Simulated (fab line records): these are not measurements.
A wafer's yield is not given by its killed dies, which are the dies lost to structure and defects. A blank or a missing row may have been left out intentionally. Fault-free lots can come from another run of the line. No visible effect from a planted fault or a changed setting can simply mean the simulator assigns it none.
What tool caused it? :: flow nand_harc :: 15 lots, 45 wafers sampled, at 5 steps of a route of 1302

WHAT THE GAUGES READ, wafer by wafer
NHARC_A_START_INSPECT_01.
lot: L764
measured: day 6 14:22
on: defect_inspect-01
raw_defect_count: 4 1 4

lot: L765
measured: day 6 23:02
on: defect_inspect-02
raw_defect_count: 6 2 3

lot: L767
measured: day 7 21:33
on: defect_inspect-02
raw_defect_count: 0 6 5

lot: L771
measured: day 10 01:14
on: defect_inspect-01
raw_defect_count: 3 3 5

lot: L772
measured: day 10 01:35
on: defect_inspect-02
raw_defect_count: 3 4 1

lot: L773
measured: day 10 20:11
on: defect_inspect-01
raw_defect_count: 5 3 3

lot: L774
measured: day 11 03:33
on: defect_inspect-01
raw_defect_count: 1 4 2

lot: L775
measured: day 11 10:55
on: defect_inspect-01
raw_defect_count: 7 4 6

lot: L777
measured: day 11 22:51
on: defect_inspect-01
raw_defect_count: 6 2 1

lot: L780
measured: day 13 17:20
on: defect_inspect-02
raw_defect_count: 5 8 3

lot: L781
measured: day 13 19:34
on: defect_inspect-02
raw_defect_count: 2 1 4

lot: L783
measured: day 14 12:20
on: defect_inspect-01
raw_defect_count: 3 5 5

lot: L785
measured: day 15 21:35
on: defect_inspect-01
raw_defect_count: 1 5 1

lot: L786
measured: day 16 08:59
on: defect_inspect-02
raw_defect_count: 3 0 1

lot: L787
measured: day 16 12:02
on: defect_inspect-02
raw_defect_count: 3 4 3

NHARC_A_ZERO_WELL_CD_MEAS_10 targets a cd of 2000 nm.
lot: L764
measured: day 6 15:13
on: cd_sem-03
cd_nm (nm): 2001.0 1999.3 1999.2

lot: L765
measured: day 6 23:52
on: cd_sem-02
cd_nm (nm): 1999.8 2001.7 1999.1

lot: L767
measured: day 7 22:25
on: cd_sem-02
cd_nm (nm): 2000.3 2002.3 2001.2

lot: L771
measured: day 10 02:05
on: cd_sem-03
cd_nm (nm): 1997.4 1999.9 1997.1

lot: L772
measured: day 10 02:25
on: cd_sem-01
cd_nm (nm): 2002.3 1999.4 1998.3

lot: L773
measured: day 10 20:54
on: cd_sem-01
cd_nm (nm): 1999.9 1995.5 1995.9

lot: L774
measured: day 11 04:24
on: cd_sem-03
cd_nm (nm): 1998.1 1997.4 1999.5

lot: L775
measured: day 11 11:38
on: cd_sem-01
cd_nm (nm): 1997.8 1997.8 1998.9

lot: L777
measured: day 11 23:34
on: cd_sem-02
cd_nm (nm): 1997.7 1996.8 1996.8

lot: L780
measured: day 13 18:11
on: cd_sem-01
cd_nm (nm): 1996.3 1995.7 1997.0

lot: L781
measured: day 13 20:25
on: cd_sem-02
cd_nm (nm): 1997.5 1999.4 1999.7

lot: L783
measured: day 14 13:10
on: cd_sem-01
cd_nm (nm): 1996.7 1998.3 1998.3

lot: L785
measured: day 15 22:26
on: cd_sem-02
cd_nm (nm): 1999.7 1999.8 2001.6

lot: L786
measured: day 16 09:42
on: cd_sem-03
cd_nm (nm): 2003.3 2001.9 2005.1

lot: L787
measured: day 16 12:46
on: cd_sem-01
cd_nm (nm): 1999.3 2000.3 2003.9

NHARC_END_SORT_01.
lot: L765
measured: day 26 13:53
on: prober-02
defect_limited_yield (%): 90.7 89.4 94.1
killed_at_array: 60 68 39
killed_at_other: 0 3 1
killed_at_periphery: 3 1 0
killed_dies: 63 72 40
killed_open: 5 1 4
killed_short: 1 1 2
sort_bin_2_pct (%): 3.7 3.4 1.8
sort_bin_3_pct (%): 0.4 0.7 0.9
sort_bin_4_pct (%): 5.2 6.5 3.2
sort_n_pass: 614 605 637
sort_rim_yield_pct (%): 88 92 89
sort_yield_pct (%): 90.7 89.4 94.1

lot: L786
measured: day 34 01:43
on: prober-01
defect_limited_yield (%): 90.8 89.8 91.6
killed_at_array: 57 67 55
killed_at_other: 1 0 1
killed_at_periphery: 4 2 1
killed_dies: 62 69 57
killed_open: 4 7 1
killed_short: 2 0 1
sort_bin_2_pct (%): 3.2 4.4 2.8
sort_bin_3_pct (%): 0.9 0.3 1.8
sort_bin_4_pct (%): 5.0 5.5 3.8
sort_n_pass: 615 608 620
sort_rim_yield_pct (%): 87 84 84
sort_yield_pct (%): 90.8 89.8 91.6

WHAT TOOL EACH LOT RAN ON (gives the tool, then ch and the chambers of the sampled wafers, and finally the start)
lot: L764
NHARC_P_BONDPAD_PVD_27: pvd_sputter-02, day 6 14:22 or earlier
NHARC_A_ONON_D1_DEP_00: pecvd_onon-02 ch 0, day 7 11:57

lot: L765
NHARC_P_BONDPAD_PVD_27: pvd_sputter-02, day 6 23:02 or earlier
NHARC_A_ONON_D1_DEP_00: pecvd_onon-02 ch 0, day 7 21:59

lot: L767
NHARC_P_BONDPAD_PVD_27: pvd_sputter-02, day 7 21:33 or earlier
NHARC_A_ONON_D1_DEP_00: pecvd_onon-01 ch 0, day 8 19:27

lot: L771
NHARC_P_BONDPAD_PVD_27: pvd_sputter-02, day 10 01:14 or earlier
NHARC_A_ONON_D1_DEP_00: pecvd_onon-02 ch 0, day 11 00:57

lot: L772
NHARC_P_BONDPAD_PVD_27: pvd_sputter-03, day 10 01:35 or earlier
NHARC_A_ONON_D1_DEP_00: pecvd_onon-01 ch 0, day 11 00:57

lot: L773
NHARC_P_BONDPAD_PVD_27: pvd_sputter-02, day 10 20:11 or earlier
NHARC_A_ONON_D1_DEP_00: pecvd_onon-02 ch 0, day 11 21:16

lot: L774
NHARC_P_BONDPAD_PVD_27: pvd_sputter-01, day 11 03:33 or earlier
NHARC_A_ONON_D1_DEP_00: pecvd_onon-02 ch 0, day 12 02:15

lot: L775
NHARC_P_BONDPAD_PVD_27: pvd_sputter-01, day 11 10:55 or earlier
NHARC_A_ONON_D1_DEP_00: pecvd_onon-02 ch 0, day 12 09:11

lot: L777
NHARC_P_BONDPAD_PVD_27: pvd_sputter-03, day 11 22:51 or earlier
NHARC_A_ONON_D1_DEP_00: pecvd_onon-01 ch 0, day 12 21:15

lot: L780
NHARC_P_BONDPAD_PVD_27: pvd_sputter-01, day 13 17:20 or earlier
NHARC_A_ONON_D1_DEP_00: pecvd_onon-03, day 14 17:01

lot: L781
NHARC_P_BONDPAD_PVD_27: pvd_sputter-02, day 13 19:34 or earlier
NHARC_A_ONON_D1_DEP_00: pecvd_onon-01, day 14 17:01

lot: L783
NHARC_P_BONDPAD_PVD_27: pvd_sputter-02, day 14 12:20 or earlier
NHARC_A_ONON_D1_DEP_00: pecvd_onon-02, day 15 10:36

lot: L785
NHARC_P_BONDPAD_PVD_27: pvd_sputter-02, day 15 21:35 or earlier
NHARC_A_ONON_D1_DEP_00: pecvd_onon-02 ch 0, day 16 20:27

lot: L786
NHARC_P_BONDPAD_PVD_27: pvd_sputter-01, day 16 08:59 or earlier
NHARC_A_ONON_D1_DEP_00: pecvd_onon-02 ch 0, day 17 07:08

lot: L787
NHARC_P_BONDPAD_PVD_27: pvd_sputter-01, day 16 12:02 or earlier
NHARC_A_ONON_D1_DEP_00: pecvd_onon-02 ch 0, day 17 11:49
- NHARC_P_BONDPAD_PVD_27: deposits Cu, target thk 30 nm, time 20.49 s.
- NHARC_A_ONON_D1_DEP_00: target thk 1000 nm.

AS READ BY THE TOOLS THEMSELVES (means over the sampled wafers that have a number; for cases with no such wafer, the mark the record gives instead)
NHARC_P_BONDPAD_PVD_27.
lot: L764
tool: pvd_sputter-02
throttle_valve_pct (%): 29.9

lot: L765
tool: pvd_sputter-02
throttle_valve_pct (%): 29.4

lot: L767
tool: pvd_sputter-02
throttle_valve_pct (%): 29.7

lot: L771
tool: pvd_sputter-02
throttle_valve_pct (%): 29.5

lot: L772
tool: pvd_sputter-03
throttle_valve_pct (%): 30.4

lot: L773
tool: pvd_sputter-02
throttle_valve_pct (%): 29.5

lot: L774
tool: pvd_sputter-01
throttle_valve_pct (%): 30.6

lot: L775
tool: pvd_sputter-01
throttle_valve_pct (%): 29.8

lot: L777
tool: pvd_sputter-03
throttle_valve_pct (%): 31.3

lot: L780
tool: pvd_sputter-01
throttle_valve_pct (%): 30.0

lot: L781
tool: pvd_sputter-02
throttle_valve_pct (%): 30.1

lot: L783
tool: pvd_sputter-02
throttle_valve_pct (%): 30.3

lot: L785
tool: pvd_sputter-02
throttle_valve_pct (%): 30.4

lot: L786
tool: pvd_sputter-01
throttle_valve_pct (%): 30.1

lot: L787
tool: pvd_sputter-01
throttle_valve_pct (%): 30.0

NHARC_A_ONON_D1_DEP_00.
lot: L764
tool: pecvd_onon-02
n2_flow_sccm (sccm): 2754
n2o_flow_sccm (sccm): 2000

lot: L765
tool: pecvd_onon-02
n2_flow_sccm (sccm): 2746
n2o_flow_sccm (sccm): 2003

lot: L767
tool: pecvd_onon-01
n2_flow_sccm (sccm): 2742
n2o_flow_sccm (sccm): 1994

lot: L771
tool: pecvd_onon-02
n2_flow_sccm (sccm): 2765
n2o_flow_sccm (sccm): 1991

lot: L772
tool: pecvd_onon-01
n2_flow_sccm (sccm): 2751
n2o_flow_sccm (sccm): 1999

lot: L773
tool: pecvd_onon-02
n2_flow_sccm (sccm): 2754
n2o_flow_sccm (sccm): 1998

lot: L774
tool: pecvd_onon-02
n2_flow_sccm (sccm): 2748
n2o_flow_sccm (sccm): 2002

lot: L775
tool: pecvd_onon-02
n2_flow_sccm (sccm): 2748
n2o_flow_sccm (sccm): 1995

lot: L777
tool: pecvd_onon-01
n2_flow_sccm (sccm): 2754
n2o_flow_sccm (sccm): 2001

lot: L780
tool: pecvd_onon-03
n2_flow_sccm (sccm): -
n2o_flow_sccm (sccm): -

lot: L781
tool: pecvd_onon-01
n2_flow_sccm (sccm): -
n2o_flow_sccm (sccm): -

lot: L783
tool: pecvd_onon-02
n2_flow_sccm (sccm): -
n2o_flow_sccm (sccm): -

lot: L785
tool: pecvd_onon-02
n2_flow_sccm (sccm): 2754
n2o_flow_sccm (sccm): 1993

lot: L786
tool: pecvd_onon-02
n2_flow_sccm (sccm): 2746
n2o_flow_sccm (sccm): 1999

lot: L787
tool: pecvd_onon-02
n2_flow_sccm (sccm): 2749
n2o_flow_sccm (sccm): 2002

THE ANSWER, worked out from the rows above alone
Rule: the usual values come from the lots themselves. The widest of any qualifying gaps counts: lots, ordered by their means at a reading, are off when they make up no more than a third of the lots, leave a main group of 4 or more, and stand apart from it by 3 or more times the standard deviation of that group's means. The tables above print the reading to a certain number of digits; a main group whose means all agree to those digits is not used. Also off: a lot with no number at a reading for which 4 or more lots have one. All remaining lots with rows at the step are treated as sound. Order of review: gauges by route order, followed by the tools' own readings, for which a lot's mean as printed above is used. At the first step where some lot is off, the reading lying furthest off is the one used; lots without a number count as furthest.
Off at NHARC_A_ONON_D1_DEP_00 (n2_flow_sccm): L780, L781, L783. Without a number there: L780, L781, L783. Main group: mean 2751 sccm, sd 5.7.
A tool fits if, at that step or a process step before it, it ran every lot that is off, and no sound lot after the first of them. NHARC_P_BONDPAD_PVD_27 gives no start for some lots, so the hours and the order of its lots are those of NHARC_A_START_INSPECT_01. Of those tried, none fits.

WHAT THE SIMULATOR PUT IN
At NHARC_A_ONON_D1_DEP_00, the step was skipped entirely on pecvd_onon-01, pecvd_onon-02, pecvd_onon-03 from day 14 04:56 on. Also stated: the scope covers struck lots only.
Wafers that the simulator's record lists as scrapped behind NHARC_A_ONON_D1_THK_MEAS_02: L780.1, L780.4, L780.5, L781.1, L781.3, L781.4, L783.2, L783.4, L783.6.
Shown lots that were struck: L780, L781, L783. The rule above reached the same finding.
